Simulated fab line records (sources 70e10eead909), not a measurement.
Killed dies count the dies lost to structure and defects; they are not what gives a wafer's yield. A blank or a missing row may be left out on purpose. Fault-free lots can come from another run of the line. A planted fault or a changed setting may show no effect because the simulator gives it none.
fab line records :: flow nandHarc
record:
  lots: 6
  wafers: 18
  lastDay: 24
route steps=1159 shown P_ZERO_WELL@29 END@1159
lots that met no fault: from a run of the same line without faults
startH: the number of hours between the record's first day and the start of the first shown wafer of the lot :: waitH: hours elapsed since this lot's preceding step :: " same as the row above :: L1.1+2: a row that stands for several wafers :: - no value, or no start was given :: * or withheld: withheld :: < > ~ a bound
route shown NAME@n: names a module that has steps shown in the file, with the first one's number in the route :: usual: mean/standard deviation taken from wafers without a fault :: same: alike in all rows :: chamber/n: place in a boat :: sites: each site's reading :: _std_site: standard deviation across them :: _edge_site: mean of outer sites minus mean of inner sites :: radiusMm: how far each site lies from the wafer's centre :: mask NAME#n: copy n :: behind: the last tool/chamber to shape the wafer :: hold: reason for holding the lot/hours on hold/outcome of the hold :: device: transistor that didn't switch, given as n, p or np :: end of line: at the end of the route, the tests of the same wafers :: a step given without rows: its recipe and nothing more :: killed: dies that structure and defects cost at the first sort, which is not the same as the wafer's yield :: map: dies across one wafer; x = killed, . = not, _ = none there
set.NAME: the setting the step ran with; set.NAME@STEP: the setting that earlier step ran with :: model.NAME: the simulator's own value behind a step, which no gauge read
certain route steps with their lots: each step a table, each wafer a row
services: when a tool's chamber went out of use (startH, in hours from the record's first day, below 0 if earlier), for how many hours, and the reason
== steps ==
step: NHARC_P_ZERO_WELL_CD_MEAS_24
recipe:
  targetCdNm: 720
  landingEnergyEv: 500
usual:
  cdNm: 720.4/2.6
lot.wafer: L728.1
tool: cdSem-01
chamber: 0
startH: 38.51
waitH: -
cdNm: 720.0

lot.wafer: L728.4
tool: cdSem-01
chamber: 0
startH: 38.51
waitH: -
cdNm: 724.9

lot.wafer: L728.5
tool: cdSem-01
chamber: 0
startH: 38.51
waitH: -
cdNm: 717.8

lot.wafer: L731.2
tool: cdSem-03
chamber: 0
startH: 56.58
waitH: -
cdNm: 718.8

lot.wafer: L731.3
tool: cdSem-03
chamber: 0
startH: 56.58
waitH: -
cdNm: 724.3

lot.wafer: L731.6
tool: cdSem-03
chamber: 0
startH: 56.58
waitH: -
cdNm: 720.0

lot.wafer: L739.1
tool: cdSem-02
chamber: 0
startH: 104.61
waitH: -
cdNm: 714.8

lot.wafer: L739.4
tool: cdSem-02
chamber: 0
startH: 104.61
waitH: -
cdNm: 721.7

lot.wafer: L739.5
tool: cdSem-02
chamber: 0
startH: 104.61
waitH: -
cdNm: 718.0

lot.wafer: L740.3
tool: cdSem-03
chamber: 0
startH: 110.69
waitH: -
cdNm: 716.8

lot.wafer: L740.4
tool: cdSem-03
chamber: 0
startH: 110.69
waitH: -
cdNm: 721.3

lot.wafer: L740.6
tool: cdSem-03
chamber: 0
startH: 110.69
waitH: -
cdNm: 719.6

lot.wafer: L741.1
tool: cdSem-02
chamber: 0
startH: 116.89
waitH: -
cdNm: 719.8

lot.wafer: L741.3
tool: cdSem-02
chamber: 0
startH: 116.89
waitH: -
cdNm: 723.3

lot.wafer: L741.5
tool: cdSem-02
chamber: 0
startH: 116.89
waitH: -
cdNm: 721.0

lot.wafer: L747.2
tool: cdSem-02
chamber: 0
startH: 152.47
waitH: -
cdNm: 723.5

lot.wafer: L747.3
tool: cdSem-02
chamber: 0
startH: 152.47
waitH: -
cdNm: 722.6

lot.wafer: L747.5
tool: cdSem-02
chamber: 0
startH: 152.47
waitH: -
cdNm: 724.5
step: NHARC_P_ZERO_WELL_HARDBAKE_25
recipe:
  tempC: 125
  timeS: 80
step: NHARC_P_ZERO_WELL_DESCUM_26
recipe:
  timeS: 3
  o2FlowSccm: 200
  arFlowSccm: 0
  biasPowerW: 0
  chemistry: O2
usual:
  drypumpMotorCurrentA: 5.6/0.41
  oesProductAu: 0.997/0.013
  rfVppV: 57.8/0.85
  showerheadPlenumPTorr: 1.91/0.068
  throttleValvePct: 11.311/0.0089
lot.wafer: L728.1
tool: rieDiel-05
chamber: 3
startH: 38.70
waitH: -
drypumpMotorCurrentA: 6.0
oesProductAu: 0.979
rfHoursCounterH: 3
rfVppV: 56.6
showerheadPlenumPTorr: 1.87
throttleValvePct: 11.326

lot.wafer: L728.4
tool: rieDiel-05
chamber: 0
startH: 38.70
waitH: -
drypumpMotorCurrentA: 5.2
oesProductAu: 0.989
rfHoursCounterH: 3
rfVppV: 58.0
showerheadPlenumPTorr: 2.03
throttleValvePct: 11.303

lot.wafer: L728.5
tool: rieDiel-05
chamber: 2
startH: 38.70
waitH: -
drypumpMotorCurrentA: 6.2
oesProductAu: 0.978
rfHoursCounterH: -
rfVppV: 57.9
showerheadPlenumPTorr: 1.89
throttleValvePct: 11.317

lot.wafer: L731.3
tool: rieDiel-01
chamber: 2
startH: 56.74
waitH: -
drypumpMotorCurrentA: 6.2
oesProductAu: 1.019
rfHoursCounterH: 4
rfVppV: 55.6
showerheadPlenumPTorr: 1.98
throttleValvePct: 11.314

lot.wafer: L731.2
tool: rieDiel-01
chamber: 1
startH: 56.74
waitH: -
drypumpMotorCurrentA: 5.6
oesProductAu: 1.004
rfHoursCounterH: 4
rfVppV: 56.4
showerheadPlenumPTorr: 1.82
throttleValvePct: 11.312

lot.wafer: L731.6
tool: rieDiel-01
chamber: 3
startH: 56.74
waitH: -
drypumpMotorCurrentA: 5.4
oesProductAu: 0.986
rfHoursCounterH: -
rfVppV: 58.3
showerheadPlenumPTorr: 1.92
throttleValvePct: 11.309

lot.wafer: L739.4
tool: rieDiel-05
chamber: 3
startH: 104.78
waitH: -
drypumpMotorCurrentA: 6.1
oesProductAu: 1.003
rfHoursCounterH: 8
rfVppV: 58.4
showerheadPlenumPTorr: 1.87
throttleValvePct: 11.323

lot.wafer: L739.1
tool: rieDiel-05
chamber: 0
startH: 104.78
waitH: -
drypumpMotorCurrentA: 5.2
oesProductAu: 1.001
rfHoursCounterH: 7
rfVppV: 59.4
showerheadPlenumPTorr: 2.02
throttleValvePct: 11.305

lot.wafer: L739.5
tool: rieDiel-05
chamber: 3
startH: 104.78
waitH: -
drypumpMotorCurrentA: 6.1
oesProductAu: 1.003
rfHoursCounterH: -
rfVppV: 57.5
showerheadPlenumPTorr: 1.87
throttleValvePct: 11.293

lot.wafer: L740.4
tool: rieDiel-01
chamber: 0
startH: 110.86
waitH: -
drypumpMotorCurrentA: 5.2
oesProductAu: 0.978
rfHoursCounterH: 9
rfVppV: 57.6
showerheadPlenumPTorr: 1.81
throttleValvePct: 11.315

lot.wafer: L740.3
tool: rieDiel-01
chamber: 1
startH: 110.86
waitH: -
drypumpMotorCurrentA: 5.6
oesProductAu: 1.008
rfHoursCounterH: 8
rfVppV: 57.2
showerheadPlenumPTorr: 1.82
throttleValvePct: 11.320

lot.wafer: L740.6
tool: rieDiel-01
chamber: 0
startH: 110.86
waitH: -
drypumpMotorCurrentA: 5.2
oesProductAu: 0.982
rfHoursCounterH: -
rfVppV: 58.6
showerheadPlenumPTorr: 1.81
throttleValvePct: 11.309

lot.wafer: L741.3
tool: rieDiel-01
chamber: 0
startH: 117.07
waitH: -
drypumpMotorCurrentA: 5.1
oesProductAu: 0.994
rfHoursCounterH: 10
rfVppV: 57.7
showerheadPlenumPTorr: 1.81
throttleValvePct: 11.302

lot.wafer: L741.1
tool: rieDiel-01
chamber: 2
startH: 117.07
waitH: -
drypumpMotorCurrentA: 6.2
oesProductAu: 1.009
rfHoursCounterH: 10
rfVppV: 57.4
showerheadPlenumPTorr: 1.98
throttleValvePct: 11.308

lot.wafer: L741.5
tool: rieDiel-01
chamber: 3
startH: 117.07
waitH: -
drypumpMotorCurrentA: 5.4
oesProductAu: 0.993
rfHoursCounterH: -
rfVppV: 58.5
showerheadPlenumPTorr: 1.92
throttleValvePct: 11.319

lot.wafer: L747.2
tool: rieDiel-05
chamber: 3
startH: 152.63
waitH: -
drypumpMotorCurrentA: 6.0
oesProductAu: 1.009
rfHoursCounterH: 13
rfVppV: 56.2
showerheadPlenumPTorr: 1.87
throttleValvePct: 11.318

lot.wafer: L747.3
tool: rieDiel-05
chamber: 0
startH: 152.63
waitH: -
drypumpMotorCurrentA: 5.2
oesProductAu: 1.004
rfHoursCounterH: 11
rfVppV: 57.8
showerheadPlenumPTorr: 2.02
throttleValvePct: 11.303

lot.wafer: L747.5
tool: rieDiel-05
chamber: 3
startH: 152.63
waitH: -
drypumpMotorCurrentA: 6.0
oesProductAu: 1.002
rfHoursCounterH: -
rfVppV: 57.4
showerheadPlenumPTorr: 1.87
throttleValvePct: 11.295
step: NHARC_P_ZERO_WELL_IMPLANT_27
recipe:
  energyKev: 600
  doseCm2: 1e+13
  tiltDeg: 7
step: NHARC_P_ZERO_WELL_IMPLANT_57
recipe:
  energyKev: 250
  doseCm2: 4e+12
  tiltDeg: 7
step: NHARC_P_ZERO_WELL_IMPLANT_58
recipe:
  energyKev: 100
  doseCm2: 2e+12
  tiltDeg: 7
step: NHARC_P_ZERO_WELL_STRIP_28
recipe:
  timeS: 840
  tempC: 130
  chemistry: SPM
step: NHARC_P_ZERO_WELL_DEHYDRATE_29
recipe:
  tempC: 150
  timeS: 120
step: NHARC_P_ZERO_WELL_HMDS_30
recipe:
  timeS: 30
step: NHARC_P_ZERO_WELL_COAT_31
recipe:
  spinRpm: withheld
step: NHARC_P_ZERO_WELL_SOFTBAKE_32
recipe:
  tempC: 122
  timeS: 95
step: NHARC_P_ZERO_WELL_EBR_33
step: NHARC_P_ZERO_WELL_EXPOSE_34
recipe:
  na: 0.6
  targetCdNm: 720
  doseMj: 22.31
  maskId: P_PWELL
usual:
  exposureDoseMJCm2: 22.307/0.022
  reticleTempC: 22.99/0.11
lot.wafer: L728.1
tool: krfScanner-03
chamber: 0
startH: 40.01
waitH: -
mask: P_PWELL#0
exposureDoseMJCm2: 22.344
reticleTempC: 22.96

lot.wafer: L728.4
tool: krfScanner-03
chamber: 0
startH: 40.01
waitH: -
mask: P_PWELL#0
exposureDoseMJCm2: 22.313
reticleTempC: 23.07

lot.wafer: L728.5
tool: krfScanner-03
chamber: 0
startH: 40.01
waitH: -
mask: P_PWELL#0
exposureDoseMJCm2: 22.352
reticleTempC: 23.10

lot.wafer: L731.2
tool: krfScanner-01
chamber: 0
startH: 57.93
waitH: -
mask: P_PWELL#0
exposureDoseMJCm2: 22.282
reticleTempC: 23.03

lot.wafer: L731.3
tool: krfScanner-01
chamber: 0
startH: 57.93
waitH: -
mask: P_PWELL#0
exposureDoseMJCm2: 22.328
reticleTempC: 23.06

lot.wafer: L731.6
tool: krfScanner-01
chamber: 0
startH: 57.93
waitH: -
mask: P_PWELL#0
exposureDoseMJCm2: 22.290
reticleTempC: 22.76

lot.wafer: L739.1
tool: krfScanner-02
chamber: 0
startH: 106.09
waitH: -
mask: P_PWELL#0
exposureDoseMJCm2: 22.295
reticleTempC: 22.94

lot.wafer: L739.4
tool: krfScanner-02
chamber: 0
startH: 106.09
waitH: -
mask: P_PWELL#0
exposureDoseMJCm2: 22.284
reticleTempC: 22.96

lot.wafer: L739.5
tool: krfScanner-02
chamber: 0
startH: 106.09
waitH: -
mask: P_PWELL#0
exposureDoseMJCm2: 22.305
reticleTempC: 23.06

lot.wafer: L740.3
tool: krfScanner-03
chamber: 0
startH: 112.19
waitH: -
mask: P_PWELL#0
exposureDoseMJCm2: 19.968
reticleTempC: 22.98

lot.wafer: L740.4
tool: krfScanner-03
chamber: 0
startH: 112.19
waitH: -
mask: P_PWELL#0
exposureDoseMJCm2: 19.929
reticleTempC: 23.03

lot.wafer: L740.6
tool: krfScanner-03
chamber: 0
startH: 112.19
waitH: -
mask: P_PWELL#0
exposureDoseMJCm2: 19.967
reticleTempC: 22.93

lot.wafer: L741.1
tool: krfScanner-03
chamber: 0
startH: 118.26
waitH: -
mask: P_PWELL#0
exposureDoseMJCm2: 20.031
reticleTempC: 23.01

lot.wafer: L741.3
tool: krfScanner-03
chamber: 0
startH: 118.26
waitH: -
mask: P_PWELL#0
exposureDoseMJCm2: 19.998
reticleTempC: 23.25

lot.wafer: L741.5
tool: krfScanner-03
chamber: 0
startH: 118.26
waitH: -
mask: P_PWELL#0
exposureDoseMJCm2: 20.051
reticleTempC: 23.07

lot.wafer: L747.2
tool: krfScanner-01
chamber: 0
startH: 153.85
waitH: -
mask: P_PWELL#0
exposureDoseMJCm2: 22.304
reticleTempC: 23.06

lot.wafer: L747.3
tool: krfScanner-01
chamber: 0
startH: 153.85
waitH: -
mask: P_PWELL#0
exposureDoseMJCm2: 22.349
reticleTempC: 22.99

lot.wafer: L747.5
tool: krfScanner-01
chamber: 0
startH: 153.85
waitH: -
mask: P_PWELL#0
exposureDoseMJCm2: 22.294
reticleTempC: 22.91
step: NHARC_P_ZERO_WELL_PEB_35
recipe:
  pebTempC: 118
  pebTimeS: 85
step: NHARC_P_ZERO_WELL_DEVELOP_36
recipe:
  timeS: 70
step: NHARC_P_ZERO_WELL_CD_MEAS_37
recipe:
  targetCdNm: 720
  landingEnergyEv: 500
usual:
  cdNm: 718.9/2.2
lot.wafer: L728.1
tool: cdSem-02
chamber: 0
startH: 40.17
waitH: -
cdNm: 720.8

lot.wafer: L728.4
tool: cdSem-02
chamber: 0
startH: 40.17
waitH: -
cdNm: 720.1

lot.wafer: L728.5
tool: cdSem-02
chamber: 0
startH: 40.17
waitH: -
cdNm: 716.5

lot.wafer: L731.2
tool: cdSem-03
chamber: 0
startH: 58.09
waitH: -
cdNm: 720.4

lot.wafer: L731.3
tool: cdSem-03
chamber: 0
startH: 58.09
waitH: -
cdNm: 720.2

lot.wafer: L731.6
tool: cdSem-03
chamber: 0
startH: 58.09
waitH: -
cdNm: 717.4

lot.wafer: L739.1
tool: cdSem-03
chamber: 0
startH: 106.25
waitH: -
cdNm: 717.6

lot.wafer: L739.4
tool: cdSem-03
chamber: 0
startH: 106.25
waitH: -
cdNm: 718.0

lot.wafer: L739.5
tool: cdSem-03
chamber: 0
startH: 106.25
waitH: -
cdNm: 720.9

lot.wafer: L740.3
tool: cdSem-02
chamber: 0
startH: 112.35
waitH: -
cdNm: 699.4

lot.wafer: L740.4
tool: cdSem-02
chamber: 0
startH: 112.35
waitH: -
cdNm: 700.6

lot.wafer: L740.6
tool: cdSem-02
chamber: 0
startH: 112.35
waitH: -
cdNm: 700.9

lot.wafer: L741.1
tool: cdSem-03
chamber: 0
startH: 118.42
waitH: -
cdNm: 701.1

lot.wafer: L741.3
tool: cdSem-03
chamber: 0
startH: 118.42
waitH: -
cdNm: 700.7

lot.wafer: L741.5
tool: cdSem-03
chamber: 0
startH: 118.42
waitH: -
cdNm: 703.2

lot.wafer: L747.2
tool: cdSem-03
chamber: 0
startH: 154.01
waitH: -
cdNm: 720.6

lot.wafer: L747.3
tool: cdSem-03
chamber: 0
startH: 154.01
waitH: -
cdNm: 720.5

lot.wafer: L747.5
tool: cdSem-03
chamber: 0
startH: 154.01
waitH: -
cdNm: 720.8
step: NHARC_P_ZERO_WELL_HARDBAKE_38
recipe:
  tempC: 125
  timeS: 80
step: NHARC_END_SORT_01
recipe:
  tempC: 25
usual:
  killedAtArray: 26/8.4
  killedAtOther: 0.7/0.97
  killedAtPeriphery: 3.2/2.2
  killedDies: 30/8.5
  killedOpen: 3.4/2
  killedShort: 2/1.3
same:
  grossDies: 677
lot.wafer: L728.1
tool: prober-01
chamber: 0
startH: 471.11
waitH: 2.5
killedAtArray: 26
killedAtOther: 2
killedAtPeriphery: 5
killedDies: 33
killedOpen: 8
killedShort: 2

lot.wafer: L728.4
tool: prober-01
chamber: 0
startH: 473.53
waitH: 3.4
killedAtArray: 21
killedAtOther: 0
killedAtPeriphery: 3
killedDies: 24
killedOpen: 3
killedShort: 2

lot.wafer: L728.5
tool: prober-01
chamber: 0
startH: 474.34
waitH: 3.7
killedAtArray: 20
killedAtOther: 1
killedAtPeriphery: 5
killedDies: 26
killedOpen: 3
killedShort: 1

lot.wafer: L731.2
tool: prober-01
chamber: 0
startH: 490.71
waitH: 2.9
killedAtArray: 21
killedAtOther: 1
killedAtPeriphery: 4
killedDies: 26
killedOpen: 4
killedShort: 1

lot.wafer: L731.3
tool: prober-01
chamber: 0
startH: 491.51
waitH: 3.1
killedAtArray: 21
killedAtOther: 0
killedAtPeriphery: 5
killedDies: 26
killedOpen: 6
killedShort: 4

lot.wafer: L731.6
tool: prober-01
chamber: 0
startH: 493.90
waitH: 4.0
killedAtArray: 19
killedAtOther: 1
killedAtPeriphery: 2
killedDies: 22
killedOpen: 2
killedShort: 1
killed by level:class
L728.1 A_SLIT:chamberFilmFlake=10 A_CONTACT:chamberFilmFlake=5 P_M0:geometricParticle:open=2 A_WL_FILL:chamberFilmFlake=2 A_BLC:chamberFilmFlake=2 THIN_TSV:chamberFilmFlake=2 P_GATE:geometricParticle:open=1 P_M1:geometricParticle:open=1
L728.4 A_SLIT:chamberFilmFlake=9 A_CONTACT:geometricParticle:open=2 A_CHANNEL_HOLE_D1:chamberFilmFlake=2 A_WL_FILL:chamberFilmFlake=2 A_CONTACT:chamberFilmFlake=2 A_BLC:chamberFilmFlake=2 P_GATE:geometricParticle:open=1 P_GATE:geometricParticle:short=1
L728.5 A_SLIT:chamberFilmFlake=7 A_CONTACT:chamberFilmFlake=5 A_BLC:chamberFilmFlake=4 P_BONDPAD:chamberFilmFlake=2 P_CONTACT:geometricParticle:open=1 P_M0:geometricParticle:open=1 A_M0:geometricParticle:open=1 A_M0:geometricParticle:short=1
L731.2 A_SLIT:chamberFilmFlake=8 A_STAIRCASE:chamberFilmFlake=3 P_STI:chamberFilmFlake=2 A_WL_FILL:chamberFilmFlake=2 A_M0:chamberFilmFlake=2 P_M0:geometricParticle:open=1 A_CHANNEL_FILL_D1:geometricParticle:open=1 A_WL_FILL:geometricParticle:short=1
L731.3 A_SLIT:chamberFilmFlake=6 A_CHANNEL_HOLE_D1:chamberFilmFlake=3 A_STAIRCASE:chamberFilmFlake=3 P_M0:geometricParticle:open=2 A_ONON_D1:geometricParticle:short=2 A_ONON_D1:geometricParticle:open=1 A_WL_FILL:geometricParticle:open=1 A_WL_FILL:geometricParticle:short=1
L731.6 A_SLIT:chamberFilmFlake=11 A_CHANNEL_HOLE_D1:chamberFilmFlake=2 A_STAIRCASE:chamberFilmFlake=2 P_CONTACT:geometricParticle:open=1 A_ONON_D1:geometricParticle:open=1 A_M1:geometricParticle:short=1 P_STI:chamberFilmFlake=1 A_ZERO_WELL:chamberFilmFlake=1
== services ==
tool: krfScanner-03
chamber: -
startH: 18.49
hours: 0.5
kind: repair

tool: rieDiel-01
chamber: 0
startH: 18.82
hours: -
kind: clean

tool: rieDiel-01
chamber: 1
startH: 18.82
hours: -
kind: clean

tool: rieDiel-01
chamber: 2
startH: 18.82
hours: -
kind: clean

tool: rieDiel-01
chamber: 3
startH: 18.82
hours: -
kind: clean

tool: rieDiel-05
chamber: 0
startH: 20.10
hours: -
kind: clean

tool: rieDiel-05
chamber: 1
startH: 20.10
hours: -
kind: clean

tool: krfScanner-02
chamber: -
startH: 22.09
hours: 3.6
kind: repair

tool: rieDiel-01
chamber: 3
startH: 37.19
hours: 8.3
kind: repair

tool: krfScanner-02
chamber: -
startH: 38.00
hours: 4.0
kind: pm

tool: krfScanner-03
chamber: -
startH: 48.41
hours: 4.4
kind: repair

tool: rieDiel-05
chamber: 2
startH: 54.48
hours: 1.3
kind: repair

tool: rieDiel-01
chamber: -
startH: 54.83
hours: 0.2
kind: repair

tool: rieDiel-05
chamber: 0
startH: 55.21
hours: 6.9
kind: repair

tool: krfScanner-02
chamber: -
startH: 57.51
hours: 1.1
kind: repair

tool: krfScanner-03
chamber: -
startH: 57.52
hours: 4.7
kind: repair

tool: rieDiel-01
chamber: 1
startH: 66.00
hours: 7.6
kind: repair

tool: krfScanner-03
chamber: -
startH: 75.17
hours: 2.6
kind: repair

tool: krfScanner-01
chamber: -
startH: 84.00
hours: 4.0
kind: pm

tool: krfScanner-02
chamber: -
startH: 88.08
hours: 4.1
kind: repair

tool: rieDiel-05
chamber: 0
startH: 96.03
hours: 2.9
kind: repair

tool: krfScanner-01
chamber: -
startH: 122.79
hours: 0.4
kind: repair

tool: rieDiel-01
chamber: 2
startH: 129.31
hours: 4.3
kind: repair

tool: rieDiel-01
chamber: -
startH: 137.82
hours: 9.0
kind: pm
== key ==
firstSign:
  step: NHARC_P_ZERO_WELL_EXPOSE_34
  reading: exposureDoseMJCm2
  direction: down
  sigmas: 99+
  usual: 22.307
  struck: 19.991
effect:
  step: NHARC_P_ZERO_WELL_CD_MEAS_37
  reading: cdNm
  direction: down
  sigmas: 8.3
  usual: 718.9
  struck: 701.0
metAt NHARC_P_ZERO_WELL_EXPOSE_34
struckWafers L740.3,L740.4,L740.6,L741.1,L741.3,L741.5
testerLeftOut L740,L741
onsetBetween 40.01 112.19
fault:
  kind: processParameterDrift
  tool: krfScanner-03
  chamber: -
  onsetH: 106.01
  steps: NHARC_P_ZERO_WELL_EXPOSE_34
  channel: doseMj
  offset: -2.3091
  shape: step
  actsIn: theseRecipesOnly
  stated: 22.31
testerLeftOut: of these lots the tester's yield and bins aren't shown, on N5 and GAA mostly nor the transistor test; their killed dies are dies lost to structure and defects alone, not to doping, threshold or leakage, so they don't give the yield
